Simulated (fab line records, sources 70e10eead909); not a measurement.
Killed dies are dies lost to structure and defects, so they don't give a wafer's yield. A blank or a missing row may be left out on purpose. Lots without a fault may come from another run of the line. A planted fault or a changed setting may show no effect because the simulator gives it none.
Chamber matching | flow nand_harc | NHARC_A_BLC_CMP_25 on cmp-02: 4 sister chambers
The step polishes, t overpolish 30 s, target thk 150 nm. 18 wafers are shown with their chamber, then 9 later ones without.

WAFERS WITH THEIR CHAMBER
wafer  | chamber | motor_current_A (A) | retaining_ring_pressure_frac | time_to_endpoint_s (s)
L074.1 | 0       | 11.9                | 0.997                        | 25.8
L074.4 | 3       | 13.4                | 0.990                        | 27.3
L074.6 | 1       | 12.3                | 1.000                        | 27.8
L079.2 | 0       | 12.2                | 0.999                        | 28.7
L079.4 | 3       | 13.4                | 0.996                        | 30.5
L079.6 | 0       | 12.8                | 0.998                        | 27.2
L082.2 | 2       | 11.5                | 1.003                        | 30.4
L082.4 | 0       | 12.3                | 0.998                        | 29.4
L082.6 | 2       | 11.5                | 0.999                        | 28.0
L084.2 | 1       | 12.5                | 0.991                        | 31.3
L084.4 | 0       | 11.7                | 1.004                        | 33.6
L084.5 | 1       | 12.2                | 0.999                        | 32.7
L088.1 | 2       | 11.6                | 1.011                        | 29.4
L088.4 | 0       | 12.1                | 0.999                        | 29.9
L088.5 | 2       | 11.7                | 1.003                        | 32.6
L087.2 | 2       | 12.0                | 1.006                        | 33.8
L087.3 | 0       | 11.5                | 0.995                        | 28.7
L087.6 | 1       | 12.9                | 1.001                        | 30.5

SIGNATURES (means of the wafers above)
reading                      | chamber 0 | chamber 1 | chamber 2 | chamber 3 | scatter within a chamber
motor_current_A              | 12.071    | 12.475    | 11.660    | 13.400    | 0.333
retaining_ring_pressure_frac | 0.99857   | 0.99775   | 1.00440   | 0.99300   | 0.00383
time_to_endpoint_s           | 29.043    | 30.575    | 30.840    | 28.900    | 2.33
Rule: a wafer's distance from a chamber is the root of the sum, over the readings, of the square of ((its reading less the chamber's mean) divided by the reading's scatter). The wafer belongs to the nearest chamber; if the next one is less than 2 further off, it can't be placed. The scatter: the root of (the sum of the squares of (reading less its chamber's mean) over the shown wafers, divided by (wafers less chambers)).

WAFERS WITHOUT THEIR CHAMBER
wafer  | motor_current_A (A) | retaining_ring_pressure_frac | time_to_endpoint_s (s)
L089.2 | 13.9                | 0.998                        | 30.3
L089.4 | 12.5                | 1.000                        | 30.4
L089.5 | 12.9                | 1.005                        | 32.4
L093.2 | 12.6                | 1.002                        | 31.7
L093.3 | 12.2                | 0.996                        | 29.9
L093.6 | 13.0                | 1.003                        | 31.6
L096.1 | 11.7                | 0.991                        | 34.6
L096.2 | 12.4                | 1.001                        | 35.9
L096.4 | 13.5                | 1.009                        | 34.8

WHICH CHAMBER EACH WENT THROUGH
wafer  | from the rows above               | in truth
L089.2 | 3                                 | 3
L089.4 | can't be placed: 1 or 0           | 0
L089.5 | can't be placed: 1 or 0 or 3 or 2 | 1
L093.2 | can't be placed: 1 or 0 or 2      | 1
L093.3 | can't be placed: 0 or 1 or 2      | 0
L093.6 | can't be placed: 1 or 3 or 0 or 2 | 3
L096.1 | can't be placed: 0 or 1 or 2      | 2
L096.2 | can't be placed: 1 or 0 or 2      | 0
L096.4 | can't be placed: 1 or 3 or 0 or 2 | 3
Placed correctly: 1 of 9. Can't be placed from these rows: 8 (the true chamber is among the candidates in 8). Placed wrongly: 0.
